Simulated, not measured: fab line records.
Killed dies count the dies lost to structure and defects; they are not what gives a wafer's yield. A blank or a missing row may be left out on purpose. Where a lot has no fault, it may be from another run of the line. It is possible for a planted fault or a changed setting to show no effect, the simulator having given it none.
fab line records    flow nandHarc
record: lots: 24  wafers: 72  lastDay: 24
route steps=1159 shown P_M2@340 A_ZERO_WELL@412 A_ONON_D1@447 A_CHANNEL_FILL_D1@507 A_STAIRCASE@519
lots untouched by any fault: they come from a run of this same line in which no faults occurred
startH: hours from the record's first day to the start of the lot's first wafer shown    waitH: time in hours since the lot's previous step    " as in the row above    L1.1+2: one row covering several wafers at once    - no value present, or no start provided    * or withheld: withheld    < > ~ a bound
route shown NAME@n: NAME is a module with steps in the file, n the number in the route of the first one    usual: the fault-free wafers' mean and standard deviation    same: alike in all rows    chamber/n: place in a boat    sites: each site's reading    _std_site: their standard deviation    _edge_site: inner sites' mean taken away from outer sites' mean    radiusMm: how far each site lies from the wafer's centre    mask NAME#n: copy n    behind: the last tool/chamber to shape the wafer    hold: the reason the lot was held/the length of the hold in hours/how it ended    device: the n, p or np transistor that did not switch    end of line: tests of these same wafers at the route's end    for a step that has no rows: nothing shown but its recipe    killed: at the first sort, the dies lost to defects and structure; wafer yield is something else    map: shows each die of a wafer: x if killed, . if not, _ if none is there
set.NAME: the setting that was run; set.NAME@STEP: the one run at that earlier step    model.NAME: the simulator's own value behind a step, which no gauge read
one table for each step of the route and one row for each wafer, over a sample of lots
services: the hour from which a tool's chamber was out of use, counted from the record's first day as startH (under 0 if before that day), plus the number of hours and why
== steps ==
step: NHARC_P_M2_PVD_20
recipe: targetThkA: 50  biasV: 168.6  powerW: 15000  chamberPressurePa: 0.12  timeS: 8.06  substrateTempC: 50  material: TaN
usual: throttleValvePct: 30.1/0.91
same: timeS: 8.06
lot.wafer  tool           chamber  startH  waitH  throttleValvePct
L074.1     pvdSputter-01  -        -       -      30.7
L074.6     "              -        "       "      30.6
L074.5     "              -        "       "      31.0
L075.1     pvdSputter-01  -        -       -      31.2
L075.4     "              -        "       "      29.9
L075.2     "              -        "       "      30.4
L077.1     pvdSputter-01  -        -       -      29.8
L077.5     "              -        "       "      29.8
L077.6     "              -        "       "      30.7
L076.4     pvdSputter-02  -        -       -      28.3
L076.2     "              -        "       "      30.0
L076.6     "              -        "       "      30.0
L078.2     pvdSputter-01  -        -       -      30.6
L078.1     "              -        "       "      31.3
L078.6     "              -        "       "      30.7
L079.2     pvdSputter-02  -        -       -      30.3
L079.3     "              -        "       "      30.2
L079.1     "              -        "       "      29.7
L080.2     pvdSputter-01  -        -       -      30.4
L080.6     "              -        "       "      30.8
L080.5     "              -        "       "      31.5
L082.3     pvdSputter-02  -        -       -      30.2
L082.1     "              -        "       "      29.9
L082.6     "              -        "       "      30.0
L081.1     pvdSputter-01  -        -       -      30.4
L081.5     "              -        "       "      30.4
L081.6     "              -        "       "      31.6
L083.4     pvdSputter-03  -        -       -      29.2
L083.5     "              -        "       "      31.1
L083.6     "              -        "       "      31.2
L084.1     pvdSputter-01  -        -       -      30.3
L084.4     "              -        "       "      31.5
L084.6     "              -        "       "      30.4
L085.4     pvdSputter-03  -        -       -      29.4
L085.2     "              -        "       "      31.1
L085.6     "              -        "       "      30.6
L086.2     pvdSputter-02  -        -       -      29.9
L086.6     "              -        "       "      30.1
L086.5     "              -        "       "      28.2
L087.1     pvdSputter-02  -        -       -      30.4
L087.4     "              -        "       "      29.9
L087.6     "              -        "       "      29.9
L089.3     pvdSputter-01  -        -       -      29.1
L089.4     "              -        "       "      30.8
L089.6     "              -        "       "      29.1
L088.4     pvdSputter-03  -        -       -      31.0
L088.3     "              -        "       "      29.3
L088.5     "              -        "       "      31.0
L091.1     pvdSputter-03  -        -       -      29.3
L091.3     "              -        "       "      31.2
L091.6     "              -        "       "      29.2
L090.1     pvdSputter-01  -        -       -      30.5
L090.6     "              -        "       "      28.8
L090.5     "              -        "       "      30.7
L093.4     pvdSputter-01  -        -       -      30.6
L093.2     "              -        "       "      29.0
L093.1     "              -        "       "      30.5
L092.1     pvdSputter-02  -        -       -      28.4
L092.6     "              -        "       "      28.4
L092.5     "              -        "       "      28.6
L095.1     pvdSputter-01  -        -       -      30.6
L095.5     "              -        "       "      29.1
L095.6     "              -        "       "      30.5
L094.2     pvdSputter-02  -        -       -      30.6
L094.3     "              -        "       "      28.2
L094.6     "              -        "       "      29.0
L096.3     pvdSputter-03  -        -       -      29.0
L096.4     "              -        "       "      31.0
L096.6     "              -        "       "      29.2
L097.3     pvdSputter-01  -        -       -      29.0
L097.6     "              -        "       "      31.4
L097.5     "              -        "       "      30.6
step: NHARC_P_M2_THK_MEAS_24
recipe: thkMeasGauge: xrf
usual: thkNm: 144.0/1.6
lot.wafer  tool          chamber  startH  waitH  thkNm
L074.1     filmMetro-02  -        121.97  -      141.4
L074.5     "             -        "       "      142.5
L074.6     "             -        "       "      141.5
L075.1     filmMetro-02  -        132.36  -      142.8
L075.2     "             -        "       "      144.3
L075.4     "             -        "       "      141.9
L077.1     filmMetro-02  -        145.48  -      143.3
L077.5     "             -        "       "      141.6
L077.6     "             -        "       "      145.7
L076.2     filmMetro-02  -        145.79  -      147.0
L076.4     "             -        "       "      142.1
L076.6     "             -        "       "      146.0
L078.1     filmMetro-01  -        155.24  -      144.4
L078.2     "             -        "       "      144.4
L078.6     "             -        "       "      146.2
L079.1     filmMetro-02  -        155.75  -      146.2
L079.2     "             -        "       "      146.2
L079.3     "             -        "       "      144.5
L080.2     filmMetro-02  -        175.55  -      144.4
L080.5     "             -        "       "      143.0
L080.6     "             -        "       "      147.1
L082.1     filmMetro-01  -        176.52  -      145.2
L082.3     "             -        "       "      144.6
L082.6     "             -        "       "      143.4
L081.1     filmMetro-01  -        176.82  -      142.8
L081.5     "             -        "       "      141.9
L081.6     "             -        "       "      143.5
L083.4     filmMetro-01  -        184.48  -      143.6
L083.5     "             -        "       "      142.6
L083.6     "             -        "       "      141.7
L084.1     filmMetro-02  -        194.24  -      143.3
L084.4     "             -        "       "      143.5
L084.6     "             -        "       "      144.7
L085.2     filmMetro-02  -        202.09  -      144.3
L085.4     "             -        "       "      144.6
L085.6     "             -        "       "      143.9
L086.2     filmMetro-01  -        203.04  -      145.6
L086.5     "             -        "       "      147.6
L086.6     "             -        "       "      144.2
L087.1     filmMetro-01  -        215.00  -      145.1
L087.4     "             -        "       "      144.6
L087.6     "             -        "       "      143.9
L089.3     filmMetro-02  -        215.27  -      142.0
L089.4     "             -        "       "      143.6
L089.6     "             -        "       "      145.7
L088.3     filmMetro-02  -        215.80  -      145.5
L088.4     "             -        "       "      145.3
L088.5     "             -        "       "      144.3
L090.1     filmMetro-02  -        225.79  -      144.7
L090.5     "             -        "       "      144.0
L090.6     "             -        "       "      143.5
L091.1     filmMetro-02  -        225.96  -      142.7
L091.3     "             -        "       "      144.3
L091.6     "             -        "       "      143.0
L093.1     filmMetro-01  -        245.34  -      144.0
L093.2     "             -        "       "      141.9
L093.4     "             -        "       "      143.1
L092.1     filmMetro-02  -        245.83  -      144.2
L092.5     "             -        "       "      144.2
L092.6     "             -        "       "      144.7
L095.1     filmMetro-01  -        246.62  -      141.7
L095.5     "             -        "       "      144.4
L095.6     "             -        "       "      144.2
L094.2     filmMetro-02  -        249.93  -      144.4
L094.3     "             -        "       "      143.1
L094.6     "             -        "       "      145.0
L096.3     filmMetro-02  -        256.41  -      140.7
L096.4     "             -        "       "      140.1
L096.6     "             -        "       "      142.1
L097.3     filmMetro-02  -        257.30  -      142.7
L097.5     "             -        "       "      142.9
L097.6     "             -        "       "      143.4
step: NHARC_A_ZERO_WELL_INSPECT_17
usual: rawDefectCount: 10/5
lot.wafer  tool              chamber  startH  waitH  rawDefectCount
L074.1     defectInspect-02  -        129.47  0.2    6
L074.5     "                 -        "       "      10
L074.6     "                 -        "       "      9
L075.1     defectInspect-02  -        139.85  0.2    8
L075.2     "                 -        "       "      13
L075.4     "                 -        "       "      25
L077.1     defectInspect-02  -        153.04  0.2    4
L077.5     "                 -        "       "      14
L077.6     "                 -        "       "      4
L076.2     defectInspect-01  -        153.85  0.1    5
L076.4     "                 -        "       "      3
L076.6     "                 -        "       "      5
L078.1     defectInspect-02  -        162.73  0.2    17
L078.2     "                 -        "       "      15
L078.6     "                 -        "       "      9
L079.1     defectInspect-01  -        163.57  0.2    10
L079.2     "                 -        "       "      6
L079.3     "                 -        "       "      8
L080.2     defectInspect-01  -        183.05  0.1    18
L080.5     "                 -        "       "      18
L080.6     "                 -        "       "      15
L082.1     defectInspect-02  -        184.51  0.2    8
L082.3     "                 -        "       "      16
L082.6     "                 -        "       "      15
L081.1     defectInspect-02  -        184.68  0.2    6
L081.5     "                 -        "       "      16
L081.6     "                 -        "       "      11
L083.4     defectInspect-02  -        191.74  0.1    7
L083.5     "                 -        "       "      8
L083.6     "                 -        "       "      10
L084.1     defectInspect-01  -        201.93  0.2    7
L084.4     "                 -        "       "      6
L084.6     "                 -        "       "      7
L085.2     defectInspect-01  -        209.49  0.1    7
L085.4     "                 -        "       "      6
L085.6     "                 -        "       "      16
L086.2     defectInspect-01  -        210.53  0.1    15
L086.5     "                 -        "       "      13
L086.6     "                 -        "       "      14
L087.1     defectInspect-01  -        224.14  0.2    13
L087.4     "                 -        "       "      7
L087.6     "                 -        "       "      7
L089.3     defectInspect-01  -        224.56  0.1    3
L089.4     "                 -        "       "      6
L089.6     "                 -        "       "      9
L088.3     defectInspect-01  -        224.68  0.1    9
L088.4     "                 -        "       "      5
L088.5     "                 -        "       "      5
L091.1     defectInspect-01  -        233.77  0.2    10
L091.3     "                 -        "       "      27
L091.6     "                 -        "       "      11
L090.1     defectInspect-01  -        234.10  0.2    4
L090.5     "                 -        "       "      4
L090.6     "                 -        "       "      6
L093.1     defectInspect-01  -        253.06  0.2    16
L093.2     "                 -        "       "      18
L093.4     "                 -        "       "      8
L095.1     defectInspect-01  -        254.48  0.2    11
L095.5     "                 -        "       "      19
L095.6     "                 -        "       "      28
L092.1     defectInspect-01  -        254.75  0.2    9
L092.5     "                 -        "       "      12
L092.6     "                 -        "       "      11
L094.2     defectInspect-01  -        257.52  0.1    6
L094.3     "                 -        "       "      7
L094.6     "                 -        "       "      1
L096.3     defectInspect-02  -        263.95  0.1    8
L096.4     "                 -        "       "      9
L096.6     "                 -        "       "      5
L097.3     defectInspect-01  -        264.96  0.1    16
L097.5     "                 -        "       "      8
L097.6     "                 -        "       "      8
step: NHARC_A_ONON_D1_THK_MEAS_34
recipe: thkMeasGauge: ellipsometry
usual: thkNm: 200.9/2.4
lot.wafer  tool          chamber  startH  waitH  thkNm
L074.1     filmMetro-01  -        163.82  -      201.4
L074.5     "             -        "       "      203.9
L074.6     "             -        "       "      202.8
L075.1     filmMetro-02  -        178.77  -      203.9
L075.2     "             -        "       "      200.8
L075.4     "             -        "       "      202.6
L076.2     filmMetro-01  -        187.12  -      196.8
L076.4     "             -        "       "      204.0
L076.6     "             -        "       "      199.4
L077.1     filmMetro-01  -        187.39  -      201.0
L077.5     "             -        "       "      200.2
L077.6     "             -        "       "      203.6
L078.1     filmMetro-02  -        195.86  -      197.1
L078.2     "             -        "       "      199.9
L078.6     "             -        "       "      203.9
L079.1     filmMetro-02  -        195.88  -      197.8
L079.2     "             -        "       "      199.3
L079.3     "             -        "       "      197.2
L082.1     filmMetro-01  -        216.53  -      202.1
L082.3     "             -        "       "      202.1
L082.6     "             -        "       "      198.9
L081.1     filmMetro-01  -        216.59  -      201.3
L081.5     "             -        "       "      205.4
L081.6     "             -        "       "      203.6
L080.2     filmMetro-01  -        216.80  -      205.7
L080.5     "             -        "       "      207.1
L080.6     "             -        "       "      204.6
L083.4     filmMetro-01  -        227.14  -      200.9
L083.5     "             -        "       "      199.7
L083.6     "             -        "       "      202.8
L084.1     filmMetro-02  -        236.05  -      201.8
L084.4     "             -        "       "      204.0
L084.6     "             -        "       "      202.4
L085.2     filmMetro-02  -        243.86  -      196.9
L085.4     "             -        "       "      202.2
L085.6     "             -        "       "      202.5
L086.2     filmMetro-01  -        243.86  -      201.9
L086.5     "             -        "       "      203.8
L086.6     "             -        "       "      200.9
L089.3     filmMetro-02  -        260.56  -      199.6
L089.4     "             -        "       "      202.4
L089.6     "             -        "       "      200.1
L087.1     filmMetro-02  -        260.83  -      199.3
L087.4     "             -        "       "      200.5
L087.6     "             -        "       "      203.3
L088.3     filmMetro-01  -        260.87  -      197.9
L088.4     "             -        "       "      203.3
L088.5     "             -        "       "      202.4
L090.1     filmMetro-02  -        267.19  -      200.4
L090.5     "             -        "       "      201.6
L090.6     "             -        "       "      202.8
L091.1     filmMetro-01  -        267.19  -      196.1
L091.3     "             -        "       "      198.2
L091.6     "             -        "       "      203.3
L095.1     filmMetro-01  -        286.79  -      198.8
L095.5     "             -        "       "      202.5
L095.6     "             -        "       "      204.2
L093.1     filmMetro-02  -        286.88  -      199.4
L093.2     "             -        "       "      197.6
L093.4     "             -        "       "      202.1
L092.1     filmMetro-01  -        287.03  -      199.3
L092.5     "             -        "       "      201.6
L092.6     "             -        "       "      201.1
L094.2     filmMetro-02  -        290.99  -      199.7
L094.3     "             -        "       "      200.8
L094.6     "             -        "       "      204.0
L097.3     filmMetro-01  -        299.79  -      198.7
L097.5     "             -        "       "      198.5
L097.6     "             -        "       "      204.4
L096.3     filmMetro-02  -        300.06  -      202.1
L096.4     "             -        "       "      201.4
L096.6     "             -        "       "      204.0
step: NHARC_A_CHANNEL_FILL_D1_ALD_25
recipe: targetThkA: 600  pulseTimeS: 10  aldCycles: 600  tempC: 300  material: SiOx
usual: heaterPowerW: 470/55  precursorPulseHeightRel: 1.001/0.021  susceptorTempC: 300.02/0.2
lot.wafer  tool      chamber  startH  waitH  heaterPowerW  precursorPulseHeightRel  susceptorTempC
L074.1     aldHk-01  2        213.20  1.1    453           0.990                    299.91
L074.5     "         1        215.03  3.0    474           0.974                    300.22
L074.6     "         2        "       "      463           1.017                    299.92
L075.2     aldHk-04  0        225.34  0.1    518           1.036                    300.23
L075.4     "         2        227.75  2.5    436           0.980                    300.06
L075.1     "         3        228.95  3.7    396           1.019                    299.96
L076.2     aldHk-04  0        234.32  1.0    515           0.995                    300.11
L076.4     "         3        241.79  8.5    398           1.046                    300.00
L076.6     "         1        246.76  13.5   449           0.982                    299.93
L077.1     aldHk-02  2        235.19  1.9    459           1.036                    299.91
L077.5     "         3        "       "      480           0.986                    300.12
L077.6     "         0        "       "      415           1.010                    300.21
L078.1     aldHk-02  3        242.03  0.1    476           0.964                    299.72
L078.2     "         1        243.27  1.3    456           0.986                    299.93
L078.6     "         0        245.13  3.1    411           0.973                    300.46
L079.1     aldHk-01  1        244.44  2.5    484           1.018                    300.06
L079.2     "         2        "       "      461           1.015                    300.08
L079.3     "         3        "       "      447           0.999                    300.22
L080.2     aldHk-02  1        270.18  0.7    452           0.993                    300.13
L080.6     "         0        272.02  2.5    424           1.015                    299.76
L080.5     "         1        "       "      458           1.037                    300.14
L082.1     aldHk-01  0        271.50  2.0    653           0.997                    299.81
L082.3     "         1        "       "      474           1.015                    300.32
L082.6     "         3        273.32  3.8    442           1.046                    299.70
L081.1     aldHk-04  3        272.12  2.6    391           0.996                    300.09
L081.6     "         0        "       "      523           0.996                    300.12
L081.5     "         1        "       "      472           1.024                    299.95
L083.4     aldHk-02  0        277.17  1.9    423           0.995                    300.05
L083.5     "         1        "       "      448           0.997                    300.02
L083.6     "         2        "       "      480           0.982                    299.85
L084.1     aldHk-01  1        287.43  3.3    484           1.023                    -
L084.4     "         2        "       "      458           0.986                    -
L084.6     "         0        289.24  5.1    648           0.999                    -
L085.2     aldHk-01  1        291.54  0.1    484           0.975                    299.72
L085.4     "         2        "       "      474           1.006                    300.08
L085.6     "         2        294.60  3.1    477           1.001                    300.40
L086.2     aldHk-02  3        293.39  1.9    470           1.028                    300.10
L086.5     "         0        "       "      432           1.029                    299.92
L086.6     "         1        "       "      490           1.026                    300.00
L089.3     aldHk-04  2        312.94  0.1    430           0.976                    299.97
L089.4     "         3        "       "      399           1.017                    299.92
L089.6     "         2        315.42  2.5    433           0.995                    300.16
L087.4     aldHk-02  2        313.57  0.7    459           0.979                    300.16
L087.1     "         3        "       "      444           1.012                    299.84
L087.6     "         2        316.07  3.2    477           1.002                    300.11
L091.3     aldHk-01  1        317.98  0.5    475           1.018                    300.18
L091.1     "         3        319.21  1.7    437           0.995                    299.95
L091.6     "         2        321.06  3.5    462           0.989                    300.14
L090.1     aldHk-02  1        318.69  1.2    493           0.972                    -
L090.5     "         0        320.51  3.0    427           1.011                    -
L090.6     "         1        "       "      481           0.968                    -
L088.3     aldHk-04  2        320.38  2.9    435           0.974                    300.08
L088.4     "         0        321.61  4.1    514           1.018                    300.20
L088.5     "         2        322.83  5.3    432           0.980                    299.93
L093.1     aldHk-04  1        334.21  0.8    459           1.016                    299.98
L093.4     "         2        "       "      430           0.991                    299.70
L093.2     "         3        "       "      394           0.983                    299.56
L095.1     aldHk-02  2        334.64  1.3    469           0.994                    300.16
L095.5     "         0        335.89  2.5    428           0.973                    300.11
L095.6     "         1        "       "      484           1.009                    299.62
L094.3     aldHk-04  0        338.73  0.7    524           1.004                    299.69
L094.2     "         1        "       "      471           0.996                    299.99
L094.6     "         0        341.22  3.2    510           1.012                    299.77
L092.1     aldHk-01  2        339.15  1.1    471           0.989                    299.89
L092.6     "         1        340.98  3.0    475           1.014                    299.92
L092.5     "         2        "       "      465           0.995                    300.16
L096.3     aldHk-02  3        350.79  0.1    465           0.983                    299.99
L096.4     "         1        352.02  1.3    472           0.995                    300.11
L096.6     "         0        353.87  3.1    422           1.029                    299.84
L097.3     aldHk-04  1        350.79  0.1    461           0.974                    300.12
L097.6     "         1        353.26  2.5    462           0.979                    300.43
L097.5     "         2        "       "      430           1.025                    300.12
step: NHARC_A_STAIRCASE_DEP_156
recipe: targetThkA: 500  tempC: 400  targetThkNm: 50  flowSccm: 200  rfW: 450  material: SiNx
usual: heaterPowerW: 709/89  susceptorTempC: 400.02/0.21
lot.wafer  tool      chamber  startH  waitH  heaterPowerW  susceptorTempC
L074.1     pecvd-04  0        224.65  0.2    703           399.92
L074.5     "         2        "       "      613           400.09
L074.6     "         0        "       "      717           400.01
L075.1     pecvd-04  2        240.96  0.2    585           399.94
L075.2     "         0        "       "      690           399.69
L075.4     "         0        "       "      711           400.00
L077.1     pecvd-02  1        245.35  0.1    710           400.37
L077.6     "         0        "       "      766           400.35
L077.5     "         1        "       "      712           400.09
L078.2     pecvd-04  0        254.24  0.1    739           399.95
L078.1     "         1        "       "      704           400.25
L078.6     "         1        "       "      703           400.01
L079.2     pecvd-03  1        256.61  0.1    696           399.83
L079.1     "         2        "       "      850           399.69
L079.3     "         0        "       "      649           400.08
L076.2     pecvd-02  1        256.62  0.1    748           399.92
L076.4     "         2        "       "      780           399.50
L076.6     "         0        "       "      725           399.79
L080.2     pecvd-03  2        281.68  0.1    950           400.14
L080.6     "         2        "       "      968           400.67
L080.5     "         1        "       "      763           400.14
L082.3     pecvd-02  1        281.83  0.1    719           399.84
L082.1     "         2        "       "      709           399.77
L082.6     "         2        "       "      715           399.82
L081.1     pecvd-04  1        282.04  0.1    706           400.10
L081.5     "         2        "       "      602           399.85
L081.6     "         1        "       "      700           399.87
L083.4     pecvd-04  2        287.89  0.5    559           400.05
L083.5     "         0        "       "      725           399.88
L083.6     "         1        "       "      681           399.83
L084.1     pecvd-02  2        298.71  0.1    691           400.00
L084.6     "         1        "       "      671           400.16
L084.4     "         0        "       "      720           399.81
L086.2     pecvd-03  1        305.06  0.2    642           400.59
L086.5     "         0        "       "      677           399.98
L086.6     "         1        "       "      648           400.14
L085.2     pecvd-02  1        305.08  0.1    717           400.02
L085.4     "         1        "       "      737           399.88
L085.6     "         0        "       "      752           399.87
L087.1     pecvd-04  1        325.36  0.1    786           399.69
L087.4     "         1        "       "      760           399.93
L087.6     "         2        "       "      580           399.92
L089.3     pecvd-04  0        325.51  0.1    600           399.94
L089.4     "         1        "       "      733           399.97
L089.6     "         2        "       "      558           399.96
L091.3     pecvd-04  1        330.14  0.1    756           400.09
L091.1     "         2        "       "      544           400.06
L091.6     "         1        "       "      741           399.88
L090.1     pecvd-03  0        330.17  0.1    701           399.81
L090.5     "         2        "       "      891           400.15
L090.6     "         1        "       "      738           400.49
L088.3     pecvd-03  0        330.34  0.1    615           399.95
L088.5     "         2        "       "      890           400.13
L088.4     "         0        "       "      614           399.95
L095.1     pecvd-03  2        345.80  0.3    862           400.06
L095.5     "         0        "       "      663           400.00
L095.6     "         2        "       "      879           400.24
L093.2     pecvd-03  0        345.91  0.4    665           400.24
L093.1     "         2        "       "      932           399.91
L093.4     "         0        "       "      663           400.27
L094.2     pecvd-04  2        350.52  0.1    587           400.16
L094.3     "         0        "       "      721           400.00
L094.6     "         1        "       "      631           399.97
L092.1     pecvd-02  2        350.57  0.1    811           400.17
L092.6     "         0        "       "      748           399.98
L092.5     "         2        "       "      794           400.40
L097.3     pecvd-03  0        362.92  0.1    591           399.45
L097.6     "         1        "       "      717           400.38
L097.5     "         2        "       "      810           400.18
L096.3     pecvd-04  1        362.92  0.1    750           400.04
L096.4     "         0        "       "      720           399.85
L096.6     "         1        "       "      756           399.74
== services ==
tool           chamber  startH  hours  kind
aldHk-02       -        102.00  10.0   pm
pvdSputter-03  -        102.00  10.0   pm
pecvd-04       0        110.11  19.3   repair
pecvd-03       -        111.00  13.0   pm
pecvd-02       1        143.85  4.5    repair
pecvd-02       -        153.43  13.0   pm
pvdSputter-01  -        158.00  10.0   pm
pecvd-04       -        161.77  0.6    repair
aldHk-04       -        168.95  0.8    repair
aldHk-04       -        191.42  10.0   pm
pecvd-04       -        195.80  13.0   pm
aldHk-01       -        200.25  2.3    repair
pvdSputter-02  -        214.00  10.0   pm
aldHk-01       -        231.32  10.0   pm
pecvd-02       2        233.49  16.3   repair
pvdSputter-02  -        251.28  8.1    repair
pecvd-03       -        267.46  0.8    repair
pecvd-03       -        288.20  2.5    repair
pecvd-03       -        292.00  13.0   pm
pecvd-02       1        318.95  13.3   repair
aldHk-04       -        333.04  0.5    repair
pecvd-02       -        334.89  13.0   pm
pvdSputter-01  -        336.00  10.0   pm
pvdSputter-01  -        359.55  0.5    repair
== key ==
fault none
